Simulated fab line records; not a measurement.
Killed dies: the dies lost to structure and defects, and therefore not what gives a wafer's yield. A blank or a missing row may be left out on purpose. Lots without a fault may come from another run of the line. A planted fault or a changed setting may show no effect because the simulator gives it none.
2 desks looking at one fault | flow nand harc | numbers are kept per desk, each desk with only its own; the story behind them comes last

== THE METROLOGY DESK ==
Means of the sampled wafers that have a number, per lot and without regard to the tool the lot ran on: this is what the gauges read. The brackets show how far a lot's mean lies from the usual mean; more than 4 standard deviations puts the lot out of limits, marked OUT.
Columns: A = cd nm at NHARC_P_ZERO_WELL_CD_MEAS_11, usual 499.9 nm; B = cd nm at NHARC_P_ZERO_WELL_CD_MEAS_37, usual 719.4 nm
lot  | first seen here | A                | B
L632 | day 2 07:07     | 501.1            | 719.3
L633 | day 2 17:14     | 498.1            | 721.0
L634 | day 3 03:07     | 500.6            | 719.3
L635 | day 3 13:14     | 499.2            | 720.3
L636 | day 3 23:14     | 500.0            | 720.6
L638 | day 4 19:14     | 500.3            | 717.9
L639 | day 5 05:14     | 499.6            | 718.6
L646 | day 8 03:07     | 490.6 (-7.7) OUT | 719.3
L650 | day 9 19:14     | 491.7 (-6.8) OUT | 720.2
L652 | day 10 15:11    | 500.9            | 719.6
L654 | day 11 11:14    | 500.2            | 719.4
Finding of this desk: L646, L650 out of limits; the first was L646 at day 8 03:07, on cd nm at NHARC_P_ZERO_WELL_CD_MEAS_11. In limits: L632, L633, L634, L635, L636, L638, L639, L652, L654.

== TOOL OWNER'S DESK, krf scanner-04 ==
The tool's own readings at NHARC_P_ZERO_WELL_EXPOSE_08 (exposes mask P ZERO, target cd 500 nm): means of the sampled wafers that have a number, for each lot that ran on this tool. The brackets show how far a lot's mean lies from the usual mean; more than 4 standard deviations puts the lot out of limits, marked OUT.
Columns: A = exposure dose mJ cm2 at NHARC_P_ZERO_WELL_EXPOSE_08, usual 34.10
lot  | first seen here | A
L633 | day 2 17:06     | 33.98
L634 | day 3 02:58     | 33.97
L636 | day 3 23:05     | 34.03
L646 | day 8 02:58     | 32.22 (-9.4) OUT
L650 | day 9 19:05     | 32.58 (-7.6) OUT
Finding of this desk: L646, L650 out of limits; the first was L646 at day 8 02:58, on exposure dose mJ cm2 at NHARC_P_ZERO_WELL_EXPOSE_08. In limits: L633, L634, L636.

== TAKEN TOGETHER ==
On L646, L650, at day 8 02:58, an alarm was possible from the tool owner's desk.
L646, L650 would have let the metrology desk raise an alarm at day 8 03:07.
On krf scanner-04, each named lot ran NHARC_P_ZERO_WELL_EXPOSE_08.

== WHAT THE SIMULATOR PUT IN ==
Drift in process parameters on krf scanner-04 at NHARC_P_ZERO_WELL_EXPOSE_08, starting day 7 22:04. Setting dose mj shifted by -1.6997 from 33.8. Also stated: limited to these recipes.
Shown lots that were struck: L646, L650.
Fault start to first reading out of limits, in hours, per desk: tool owner, 5; metrology, 5.
